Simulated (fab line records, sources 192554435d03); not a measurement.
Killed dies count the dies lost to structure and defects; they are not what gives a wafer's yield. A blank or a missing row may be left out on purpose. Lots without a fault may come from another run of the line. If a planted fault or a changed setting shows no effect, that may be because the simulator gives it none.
fab line records -- flow n5-finfet
record: lots: 9, wafers: 26, last-day: 18
route steps=1938 shown BEOL_M0_SAQP@679 BEOL_M4@1111 PASSIVATION@1936
lots untouched by any fault: they come from a run of this same line in which no faults occurred
start-h: hours from the record's opening day to when the first of the lot's shown wafers began -- wait-h: hours elapsed since this lot's preceding step -- " identical to the entry in the row above -- L1.1+2: one row covering several wafers at once -- - no value present, or no start provided -- * or withheld: withheld -- < > ~ a bound
route shown NAME@n: names a module that has steps shown in the file, with the first one's number in the route -- usual: average and standard deviation across the fault-free wafers -- same: alike in all rows -- chamber/n: place in a boat -- sites: readings site by site -- _std_site: standard deviation of those values -- _edge_site: outer sites' mean less inner sites' -- radius-mm: for every site, how far away it sits from the centre of the wafer -- mask NAME#n: copy n -- behind: the most recent tool/chamber to have shaped the wafer -- hold: reason for holding the lot/hours on hold/outcome of the hold -- device: which transistor (n, p or np) failed to switch -- end of line: the tests these same wafers got at the end of their route -- for a step that has no rows: nothing shown but its recipe -- killed: count of dies lost to structure and defects at first sort (not the wafer's yield) -- map: a wafer's dies, x killed, . not, _ none there
set.NAME: the run value of the setting; set.NAME@STEP: its run value at that earlier step -- model.NAME: the simulator's own value behind a step, which no gauge read
one table for each step of the route and one row for each wafer, over a sample of lots
services: the hour from which a tool's chamber was out of use, counted from the record's first day as start-h (under 0 if before that day), plus the number of hours and why
== steps ==
step: N5_BEOL_M0_SAQP_CD_MEAS_29
recipe: target-cd-nm: 14.4, landing-energy-ev: 1000, detector: se-inlens
usual: cd-nm: 15.04/0.22
lot.wafer,tool,chamber,start-h,wait-h,cd-nm
L218.1,cd-sem-02,0,115.94,0.1,14.77
L218.2,cd-sem-02,0,115.94,0.1,14.80
L218.3,cd-sem-02,0,115.94,0.1,15.21
L221.4,cd-sem-02,0,133.86,0.0,15.15
L221.5,cd-sem-02,0,133.86,0.0,15.03
L221.6,cd-sem-02,0,133.86,0.0,14.76
L225.1,cd-sem-02,0,163.78,0.1,14.63
L225.2,cd-sem-02,0,163.78,0.1,14.92
L226.3,cd-sem-01,0,168.09,0.1,14.96
L226.4,cd-sem-01,0,168.09,0.1,15.16
L226.5,cd-sem-01,0,168.09,0.1,15.02
L235.1,cd-sem-03,0,217.17,0.1,15.00
L235.2,cd-sem-03,0,217.17,0.1,14.62
L235.3,cd-sem-03,0,217.17,0.1,15.16
L237.1,cd-sem-02,0,228.72,0.1,14.88
L237.4,cd-sem-02,0,228.72,0.1,14.69
L237.5,cd-sem-02,0,228.72,0.1,14.98
L238.2,cd-sem-02,0,240.01,0.1,15.29
L238.4,cd-sem-02,0,240.01,0.1,15.04
L238.6,cd-sem-02,0,240.01,0.1,14.89
L239.1,cd-sem-03,0,245.99,0.1,15.35
L239.2,cd-sem-03,0,245.99,0.1,14.89
L239.4,cd-sem-03,0,245.99,0.1,14.85
L240.2,cd-sem-01,0,254.11,0.1,15.50
L240.4,cd-sem-01,0,254.11,0.1,15.51
L240.5,cd-sem-01,0,254.11,0.1,15.34
step: N5_BEOL_M0_SAQP_ETCH_73
recipe: chemistry: CF4, target: SiARC, target-depth-a: 195, mask-material: CAR-EUV, time-s: 32.5, ion-energy-ev: 80, pressure-mtorr: 40, source-w: 545, bias-w: 36, Ar_flow_sccm: 100, cf4-flow-sccm: 100, ends: cleared
usual: drypump-motor-current-A: 5.9/0.32, etch-rf-on-time-s: 32.5/0.58, mfc-ar-sccm: 100.0/0.3, oes-product-au: 0.65/0.07, rf-vpp-V: 184.4/0.92, showerhead-plenum-p-Torr: 2.16/0.039, throttle-valve-pct: 15.64/0.2
lot.wafer,tool,chamber,start-h,wait-h,drypump-motor-current-A,etch-rf-on-time-s,mfc-ar-sccm,oes-product-au,rf-hours-counter-h,rf-vpp-V,showerhead-plenum-p-Torr,throttle-valve-pct
L218.1,rie-diel-01,0,116.45,0.0,6.3,33.4,100.5,0.59,229,182.7,2.20,15.59
L218.2,rie-diel-01,3,116.45,0.0,5.8,32.4,100.3,0.69,97,183.2,2.08,15.79
L218.3,rie-diel-01,2,116.45,0.0,5.5,32.6,100.4,0.59,190,184.8,2.22,15.91
L221.4,rie-diel-02,0,138.97,0.0,5.4,32.1,100.0,0.71,-,184.3,2.17,15.51
L221.5,rie-diel-02,3,138.97,0.0,5.7,32.6,99.7,0.65,-,184.2,2.15,15.41
L221.6,rie-diel-02,1,138.97,0.0,6.4,31.9,100.0,0.64,-,185.6,2.14,15.85
L225.1,rie-diel-05,0,164.27,0.0,6.1,31.4,100.3,0.76,38,185.1,2.18,15.65
L225.2,rie-diel-05,3,164.27,0.0,6.0,32.5,99.9,0.61,217,184.7,2.20,15.62
L226.3,rie-diel-02,0,168.56,0.0,5.4,31.9,99.7,0.70,76,184.1,2.17,15.54
L226.4,rie-diel-02,2,168.56,0.0,6.3,31.4,100.0,0.84,2,185.4,2.19,15.56
L226.5,rie-diel-02,2,168.56,0.0,6.3,31.0,100.1,0.86,-,185.2,2.19,15.55
L235.1,rie-diel-05,1,217.97,0.0,5.8,32.3,100.2,0.75,47,184.2,2.18,15.26
L235.2,rie-diel-05,3,217.97,0.0,6.0,32.9,100.0,0.59,232,184.9,2.20,15.65
L235.3,rie-diel-05,2,217.97,0.0,5.5,32.3,99.8,0.69,74,185.2,2.16,15.47
L237.1,rie-diel-05,1,229.38,0.0,5.9,32.3,99.9,0.74,50,185.4,2.18,15.28
L237.4,rie-diel-05,3,229.38,0.0,6.0,32.9,100.0,0.59,236,184.9,2.19,15.67
L237.5,rie-diel-05,1,229.38,0.0,5.9,32.5,100.5,0.73,-,184.3,2.18,15.26
L238.2,rie-diel-05,3,240.49,0.0,6.0,32.9,100.2,0.59,239,184.6,2.19,15.66
L238.4,rie-diel-05,0,240.49,0.0,6.1,32.0,100.0,0.73,60,186.0,2.17,15.70
L238.6,rie-diel-05,0,240.49,0.0,6.0,32.3,100.2,0.72,-,184.9,2.17,15.70
L239.1,rie-diel-01,2,246.60,0.0,5.5,33.0,99.6,0.58,236,184.6,2.20,16.00
L239.2,rie-diel-01,3,246.60,0.0,5.8,32.8,100.1,0.66,136,180.9,2.07,15.86
L239.4,rie-diel-01,0,246.60,0.0,6.3,32.7,100.1,0.80,-,183.7,2.19,15.14
L240.2,rie-diel-02,2,254.71,0.0,6.3,30.9,100.2,0.79,30,184.8,2.18,15.63
L240.4,rie-diel-02,0,254.71,0.0,5.4,32.2,99.4,0.67,103,184.7,2.16,15.60
L240.5,rie-diel-02,3,254.71,0.0,5.7,32.3,100.4,0.63,-,184.9,2.14,15.46
step: N5_BEOL_M0_SAQP_ALD_48
recipe: material: SiO2, target-thk-a: 200, temp-c: 100, ald-precursor-family: BDEAS, ald-co-reactant: O2-plasma, pulse-time-s: 1, co-reactant-pulse-time-s: 1, purge-time-s: 2, co-reactant-purge-time-s: 2, ald-cycles: 139, pressure-torr: 2
usual: ald-cycles: 139/0, heater-power-w: 79/7.3, precursor-pulse-height-rel: 0.999/0.021
same: co-reactant-purge-time-s: 2, pulse-time-s: 1, purge-time-s: 2
lot.wafer,tool,chamber,start-h,wait-h,ald-cycles,heater-power-w,precursor-pulse-height-rel
L218.1,ald-sin-02,3,116.69,0.0,139,78,1.009
L218.2,ald-sin-02,0,116.69,0.0,139,78,1.008
L218.3,ald-sin-02,2,116.69,0.0,139,87,0.980
L221.4,ald-sin-04,3,139.22,0.1,139,80,1.010
L221.5,ald-sin-04,2,139.22,0.1,139,81,1.000
L221.6,ald-sin-04,3,139.22,0.1,139,79,0.991
L225.1,ald-sin-03,3,165.22,0.7,139,74,0.972
L225.2,ald-sin-03,1,165.22,0.7,99,77,0.999
L226.3,ald-sin-03,1,168.80,0.0,99,73,1.059
L226.4,ald-sin-03,2,168.80,0.0,139,93,0.999
L226.5,ald-sin-03,0,168.80,0.0,139,83,0.994
L235.1,ald-sin-04,2,218.20,0.0,139,78,0.977
L235.2,ald-sin-04,3,218.20,0.0,139,80,0.996
L235.3,ald-sin-04,1,218.20,0.0,139,73,1.005
L237.1,ald-sin-02,2,229.61,0.0,139,85,1.006
L237.4,ald-sin-02,3,229.61,0.0,139,80,1.031
L237.5,ald-sin-02,1,229.61,0.0,139,79,1.012
L238.2,ald-sin-03,0,240.72,0.0,139,82,0.984
L238.4,ald-sin-03,1,240.72,0.0,139,74,1.004
L238.6,ald-sin-03,3,240.72,0.0,139,75,1.016
L239.1,ald-sin-02,3,246.85,0.0,139,80,0.942
L239.2,ald-sin-02,2,246.85,0.0,139,82,0.994
L239.4,ald-sin-02,1,246.85,0.0,139,78,1.034
L240.2,ald-sin-02,3,254.94,0.0,139,80,0.956
L240.4,ald-sin-02,2,254.94,0.0,139,86,1.009
L240.5,ald-sin-02,0,254.94,0.0,139,78,0.973
step: N5_BEOL_M0_SAQP_STRIP_75
recipe: chemistry: CF4, resist: SiARC, power-w: 300, bias-power-w: 75, pressure-mtorr: 50, cf4-flow-sccm: 150, rf-frequency-hz: 6e+07
usual: drypump-motor-current-A: 5.9/0.33, oes-product-au: 0.182/0.02, power-w: 300.0/0.82, rf-vpp-V: 271.6/1.1, showerhead-plenum-p-Torr: 1.814/0.027, throttle-valve-pct: 13.57/0.23
lot.wafer,tool,chamber,start-h,wait-h,drypump-motor-current-A,oes-product-au,power-w,rf-hours-counter-h,rf-vpp-V,showerhead-plenum-p-Torr,throttle-valve-pct
L218.1,rie-diel-05,1,117.36,0.1,5.9,0.211,301.2,21,271.1,1.831,13.19
L218.2,rie-diel-05,2,117.36,0.1,5.5,0.201,298.6,46,274.0,1.817,13.36
L218.3,rie-diel-05,3,117.36,0.1,6.0,0.168,300.6,204,271.1,1.840,13.59
L221.4,rie-diel-01,0,139.85,0.1,6.3,0.154,299.0,237,272.8,1.845,13.59
L221.5,rie-diel-01,0,139.85,0.1,6.3,0.159,298.0,-,270.8,1.845,13.60
L221.6,rie-diel-01,1,139.85,0.1,5.9,0.166,299.5,-,271.7,1.779,13.71
L225.1,rie-diel-05,3,165.85,0.1,6.0,0.167,300.6,218,270.6,1.835,13.62
L225.2,rie-diel-05,2,165.85,0.1,5.5,0.195,300.9,60,271.5,1.813,13.38
L226.3,rie-diel-02,3,169.42,0.1,5.6,0.170,301.5,145,271.9,1.803,13.42
L226.4,rie-diel-02,2,169.42,0.1,6.3,0.216,300.5,2,271.7,1.833,13.48
L226.5,rie-diel-02,0,169.42,0.1,5.5,0.187,299.1,-,271.1,1.816,13.50
L235.1,rie-diel-02,3,218.98,0.1,5.7,0.172,299.4,158,270.5,1.799,13.45
L235.2,rie-diel-02,2,218.98,0.1,6.3,0.199,301.3,19,274.1,1.828,13.51
L235.3,rie-diel-02,0,218.98,0.1,5.4,0.179,299.6,92,272.7,1.811,13.53
L237.1,rie-diel-05,2,230.24,0.1,5.5,0.180,299.8,78,271.9,1.808,13.43
L237.4,rie-diel-05,0,230.24,0.1,6.1,0.196,300.4,57,271.4,1.821,13.62
L237.5,rie-diel-05,2,230.24,0.1,5.5,0.186,299.3,-,272.6,1.808,13.44
L238.2,rie-diel-01,3,241.35,0.1,5.8,0.172,299.2,134,269.7,1.738,13.85
L238.4,rie-diel-01,2,241.35,0.1,5.5,0.151,300.7,-,271.0,1.850,14.01
L238.6,rie-diel-01,0,241.35,0.1,6.3,0.214,298.7,-,274.2,1.837,13.09
L239.1,rie-diel-05,1,247.47,0.1,5.9,0.195,300.0,55,271.7,1.822,13.26
L239.2,rie-diel-05,2,247.47,0.1,5.5,0.183,298.9,82,271.7,1.807,13.44
L239.4,rie-diel-05,0,247.47,0.1,6.0,0.193,299.8,61,271.7,1.820,13.64
L240.2,rie-diel-01,2,255.57,0.1,5.5,0.153,299.9,239,272.1,1.848,14.03
L240.4,rie-diel-01,3,255.57,0.1,5.8,0.171,300.2,139,269.0,1.737,13.87
L240.5,rie-diel-01,2,255.57,0.1,5.5,0.151,299.8,-,273.3,1.849,14.04
step: N5_BEOL_M4_RC_MEAS_101
usual: DIBL_N: 36.4/1.4, DIBL_P: 36.3/1.8, IOFF_N: 0.163/0.024, IOFF_P: 0.21/0.034, ION_N: 673/11, ION_P: 461/7.4, SS_N: 71.6/0.52, SS_P: 73.3/0.58, VT_N: 249.4/2.5, VT_P: -250/3.5
lot.wafer,tool,chamber,start-h,wait-h,DIBL_N[mV/V],DIBL_P[mV/V],IOFF_N[nA/um],IOFF_P[nA/um],ION_N[uA/um],ION_P[uA/um],SS_N[mV/dec],SS_P[mV/dec],VT_N[mV],VT_P[mV]
L218.1,prober-02,0,170.66,0.0,37.2,37.1,0.176,0.21,668,451,71.9,73.0,248.3,-249
L218.2,prober-02,0,170.66,0.0,36.7,37.9,0.180,0.23,684,467,71.8,73.3,248.2,-249
L218.3,prober-02,0,170.66,0.0,37.6,37.5,0.190,0.22,673,456,71.6,72.7,248.1,-249
L221.4,prober-02,0,192.36,0.5,34.6,33.8,0.118,0.20,651,458,70.6,72.5,254.1,-248
L221.5,prober-02,0,192.36,0.5,36.9,36.4,0.154,0.25,661,462,72.2,72.9,247.8,-247
L221.6,prober-02,0,192.36,0.5,37.7,38.1,0.176,0.27,682,477,72.1,74.1,249.6,-243
L225.1,prober-02,0,212.28,0.0,35.1,36.5,0.148,0.23,663,463,71.6,73.5,250.2,-251
L225.2,prober-02,0,212.28,0.0,36.0,36.8,0.169,0.23,665,461,72.1,73.5,248.2,-247
L226.3,prober-01,0,225.25,0.3,36.0,35.9,0.159,0.20,652,450,72.2,73.1,250.4,-250
L226.4,prober-01,0,225.25,0.3,34.4,34.8,0.137,0.18,651,451,70.9,72.5,252.9,-254
L226.5,prober-01,0,225.25,0.3,35.0,34.5,0.145,0.18,659,446,71.7,73.3,254.1,-253
L235.1,prober-01,0,262.24,0.0,35.6,34.6,0.142,0.17,658,449,71.2,72.6,251.1,-254
L235.2,prober-01,0,262.24,0.0,35.3,34.4,0.139,0.17,671,454,71.2,72.4,253.0,-258
L235.3,prober-01,0,262.24,0.0,37.2,37.2,0.175,0.21,675,463,71.5,73.6,246.6,-252
L237.1,prober-01,0,286.41,0.0,39.8,39.1,0.201,0.26,667,458,71.8,74.0,250.8,-245
L237.4,prober-01,0,286.41,0.0,38.6,37.8,0.186,0.25,684,467,71.5,73.6,249.1,-245
L237.5,prober-01,0,286.41,0.0,38.2,37.4,0.171,0.23,666,463,71.7,73.3,248.9,-247
L239.1,prober-02,0,300.13,0.0,35.3,31.4,0.130,0.15,674,453,71.3,72.9,250.6,-258
L239.2,prober-02,0,300.13,0.0,34.5,30.9,0.117,0.14,669,450,70.8,72.6,251.5,-257
L239.4,prober-02,0,300.13,0.0,35.9,32.4,0.137,0.16,660,446,70.6,72.0,250.8,-255
L238.2,prober-02,0,303.23,0.2,35.1,34.8,0.137,0.19,665,460,70.9,73.0,250.8,-250
L238.4,prober-02,0,303.23,0.2,36.0,35.2,0.146,0.20,666,455,71.1,72.9,251.1,-250
L238.6,prober-02,0,303.23,0.2,35.1,35.0,0.142,0.20,662,456,70.9,72.6,248.0,-248
L240.2,prober-01,0,306.09,0.2,37.4,35.5,0.158,0.23,674,466,71.0,73.2,249.3,-247
L240.4,prober-01,0,306.09,0.2,40.3,38.7,0.217,0.30,691,465,72.4,73.9,245.3,-242
L240.5,prober-01,0,306.09,0.2,36.6,33.9,0.146,0.22,656,458,71.6,72.1,254.2,-247
step: N5_PASSIVATION_PROBE_49
usual: defect-limited-yield: 91.4/1.6, killed_at_M0_to_M3: 34/12, killed_at_M4_up: 13/5.2, killed-at-contacts: 11/5.5, killed-at-front-end: 40/13, killed-at-other: 3.4/2.7, killed-dies: 102/19, killed-open: 66/15, killed-short: 33/7.9, sort_bin_5_function: 5.1/1.1, sort_bin_6_memory: 3.2/0.7, sort-n-pass: 1078/19, sort-yield-pct: 91.4/1.6
same: gross-dies: 1180, killed-at-back-side: 0, sort_bin_4_leakage[%]: 0, sort_bin_8_speed[%]: 0
lot.wafer,tool,chamber,start-h,wait-h,defect-limited-yield[%],killed_at_M0_to_M3,killed_at_M4_up,killed-at-contacts,killed-at-front-end,killed-at-other,killed-dies,killed-open,killed-short,sort_bin_5_function[%],sort_bin_6_memory[%],sort-n-pass,sort-yield-pct[%]
L226.3,prober-02,-,328.10,0.1,91.4,31,16,6,44,4,101,74,25,6.0,2.4,1079,91.4
L226.4,prober-02,-,328.15,0.2,92.9,30,7,10,33,4,84,55,27,4.0,2.9,1096,92.9
L226.5,prober-02,-,328.20,0.2,91.2,20,11,17,51,5,104,77,25,5.2,3.5,1076,91.2
L235.1,prober-02,-,382.08,0.0,93.5,15,8,12,40,2,77,46,28,3.6,2.8,1103,93.5
L235.3,prober-02,-,382.18,0.1,92.8,32,15,7,30,1,85,51,34,5.0,1.8,1095,92.8
L237.1,prober-01,-,400.61,0.0,90.0,31,14,12,61,0,118,81,37,5.2,4.5,1062,90.0
L237.4,prober-01,-,400.76,0.2,90.4,48,9,8,45,3,113,75,38,5.9,3.3,1067,90.4
L237.5,prober-01,-,400.81,0.2,91.6,43,16,12,26,2,99,66,30,4.8,3.3,1081,91.6
L239.1,prober-01,-,417.66,0.0,90.0,36,8,14,52,8,118,82,35,5.1,4.0,1062,90.0
L239.2,prober-01,-,417.71,0.1,91.0,25,16,13,45,7,106,70,35,4.7,4.2,1074,91.0
L239.4,prober-01,-,417.81,0.2,91.8,34,7,7,47,2,97,59,38,4.6,3.3,1083,91.8
L238.2,prober-01,-,422.27,0.1,91.7,35,14,5,44,0,98,67,27,5.6,2.5,1082,91.7
L238.4,prober-01,-,422.37,0.2,90.9,31,10,11,52,3,107,59,44,5.8,2.7,1073,90.9
L238.6,prober-01,-,422.47,0.3,91.2,37,16,5,46,0,104,73,29,5.7,3.0,1076,91.2
killed by level:class
L226.3 STI_FIN_REVEAL:geometric-particle:open=17 DUMMY_GATE:geometric-particle:open=9 BEOL_M1:geometric-particle:open=8 MOL_CONTACT_COAG:geometric-particle:open=6 BEOL_M2:geometric-particle:open=6 STI_FIN_REVEAL:geometric-particle:short=5 BEOL_M0_SAQP:geometric-particle:short=4 BEOL_M0_SAQP:geometric-particle:open=4
L226.4 STI_FIN_REVEAL:geometric-particle:open=11 MOL_CONTACT_COAG:geometric-particle:open=9 BEOL_M0_SAQP:geometric-particle:open=8 GATE_CUT:geometric-particle:short=7 BEOL_M2:geometric-particle:open=7 FIN_SAQP:geometric-particle:short=4 BEOL_M1:geometric-particle:open=4 BEOL_M0_SAQP:geometric-particle:short=4
L226.5 MOL_CONTACT_COAG:geometric-particle:open=14 FIN_SAQP:geometric-particle:short=12 STI_FIN_REVEAL:geometric-particle:open=11 FIN_SAQP:geometric-particle:open=10 BEOL_M4:geometric-particle:open=6 BEOL_M1:geometric-particle:open=6 BEOL_M2:geometric-particle:open=6 DUMMY_GATE:geometric-particle:open=5
L235.1 STI_FIN_REVEAL:geometric-particle:open=16 MOL_CONTACT_COAG:geometric-particle:open=11 FIN_SAQP:geometric-particle:short=9 STI_FIN_REVEAL:geometric-particle:short=5 BEOL_M2:geometric-particle:open=4 FIN_SAQP:geometric-particle:open=3 BEOL_M0_SAQP:geometric-particle:short=3 BEOL_M1:coat-microbubble-printed=3
L235.3 BEOL_M3:geometric-particle:open=10 FIN_SAQP:geometric-particle:short=8 STI_FIN_REVEAL:geometric-particle:open=7 MOL_CONTACT_COAG:geometric-particle:open=7 BEOL_M5:geometric-particle:open=6 BEOL_M3:geometric-particle:short=6 FIN_SAQP:geometric-particle:open=4 DUMMY_GATE:geometric-particle:open=4
L237.1 FIN_SAQP:geometric-particle:open=17 FIN_SAQP:geometric-particle:short=10 BEOL_M1:geometric-particle:open=10 STI_FIN_REVEAL:geometric-particle:open=9 MOL_CONTACT_COAG:geometric-particle:open=7 STI_FIN_REVEAL:geometric-particle:short=6 DUMMY_GATE:geometric-particle:open=6 BEOL_M2:geometric-particle:open=6
L237.4 FIN_SAQP:geometric-particle:open=13 BEOL_M2:geometric-particle:open=9 BEOL_M3:geometric-particle:open=9 FIN_SAQP:geometric-particle:short=8 MOL_CONTACT_COAG:geometric-particle:open=8 BEOL_M1:geometric-particle:open=8 GATE_CUT:geometric-particle:short=7 BEOL_M0_SAQP:geometric-particle:short=6
L237.5 BEOL_M1:geometric-particle:open=15 MOL_CONTACT_COAG:geometric-particle:open=11 BEOL_M2:geometric-particle:open=10 STI_FIN_REVEAL:geometric-particle:open=6 FIN_SAQP:geometric-particle:short=5 BEOL_M0_SAQP:geometric-particle:short=4 BEOL_M2:geometric-particle:short=4 STI_FIN_REVEAL:geometric-particle:short=3
L239.1 MOL_CONTACT_COAG:geometric-particle:open=11 FIN_SAQP:geometric-particle:short=9 BEOL_M1:geometric-particle:open=9 BEOL_M2:geometric-particle:open=9 FIN_SAQP:geometric-particle:open=8 STI_FIN_REVEAL:geometric-particle:open=8 BEOL_M3:geometric-particle:open=8 DUMMY_GATE:geometric-particle:open=6
L239.2 FIN_SAQP:geometric-particle:short=10 MOL_CONTACT_COAG:geometric-particle:open=10 STI_FIN_REVEAL:geometric-particle:open=7 DUMMY_GATE:geometric-particle:open=7 BEOL_M3:geometric-particle:open=7 BEOL_M1:geometric-particle:open=6 FIN_SAQP:geometric-particle:open=4 BEOL_M0_SAQP:geometric-particle:short=4
L239.4 FIN_SAQP:geometric-particle:short=12 BEOL_M2:geometric-particle:open=10 FIN_SAQP:geometric-particle:open=8 STI_FIN_REVEAL:geometric-particle:open=8 BEOL_M0_SAQP:geometric-particle:short=7 BEOL_M1:geometric-particle:open=7 BEOL_M3:geometric-particle:open=5 MOL_CONTACT_COAG:geometric-particle:open=4
L238.2 STI_FIN_REVEAL:geometric-particle:open=14 BEOL_M0_SAQP:geometric-particle:short=10 BEOL_M0_SAQP:geometric-particle:open=9 BEOL_M1:geometric-particle:open=9 BEOL_M4:geometric-particle:open=6 MOL_CONTACT_COAG:geometric-particle:open=5 FIN_SAQP:geometric-particle:open=4 FIN_SAQP:geometric-particle:short=3
L238.4 BEOL_M0_SAQP:geometric-particle:short=14 STI_FIN_REVEAL:geometric-particle:open=11 MOL_CONTACT_COAG:geometric-particle:open=10 FIN_SAQP:geometric-particle:short=7 FIN_SAQP:geometric-particle:open=6 GATE_CUT:geometric-particle:open=6 BEOL_M0_SAQP:geometric-particle:open=6 GATE_CUT:geometric-particle:short=5
L238.6 FIN_SAQP:geometric-particle:open=13 STI_FIN_REVEAL:geometric-particle:open=11 BEOL_M0_SAQP:geometric-particle:short=9 BEOL_M2:geometric-particle:open=7 BEOL_M0_SAQP:geometric-particle:open=7 BEOL_M6:geometric-particle:open=6 BEOL_M1:geometric-particle:open=6 DUMMY_GATE:geometric-particle:open=5
== services ==
tool,chamber,start-h,hours,kind
rie-diel-05,3,94.96,1.2,repair
ald-sin-02,0,120.69,7.7,repair
rie-diel-02,2,138.40,-,clean
rie-diel-02,2,138.40,-,consumable-replace:focus-ring
rie-diel-02,2,138.40,25.0,scheduled-down
rie-diel-02,2,138.40,25.0,vent-cycle
rie-diel-01,3,147.65,1.5,repair
ald-sin-04,-,176.80,14.0,pm
ald-sin-04,0,176.80,14.0,vent-cycle
ald-sin-04,1,176.80,14.0,vent-cycle
ald-sin-04,2,176.80,14.0,vent-cycle
ald-sin-04,3,176.80,14.0,vent-cycle
ald-sin-04,0,190.80,-,clean
rie-diel-02,3,191.01,10.1,repair
rie-diel-01,0,196.11,-,clean
rie-diel-01,0,196.11,-,consumable-replace:focus-ring
rie-diel-01,0,196.11,21.7,scheduled-down
rie-diel-01,0,196.11,21.7,vent-cycle
rie-diel-05,1,210.89,6.7,repair
rie-diel-01,1,233.89,-,clean
rie-diel-01,1,233.89,-,consumable-replace:focus-ring
rie-diel-01,1,233.89,18.3,scheduled-down
rie-diel-01,1,233.89,18.3,vent-cycle
ald-sin-04,-,248.78,0.8,pm
== key ==
first-sign: step: N5_BEOL_M0_SAQP_ALD_48, reading: ald-cycles, direction: down, sigmas: 99+, usual: *, struck: *
effect none on later readings
met-at N5_BEOL_M0_SAQP_ALD_48
struck-lots L225,L226
struck-wafers L225.2,L226.3
not-acting-at N5_BEOL_M0_SAQP_CD_MEAS_29,N5_BEOL_M0_SAQP_ETCH_73,N5_BEOL_M0_SAQP_STRIP_75
fault: kind: process-parameter-drift, tool: ald-sin-03, chamber: -, onset-h: 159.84, steps: N5_BEOL_M0_SAQP_ALD_48, channel: ald-cycles, offset: *, shape: step, end-h: 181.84, scope: struck-wafers-only, acts-in: *, stated: *
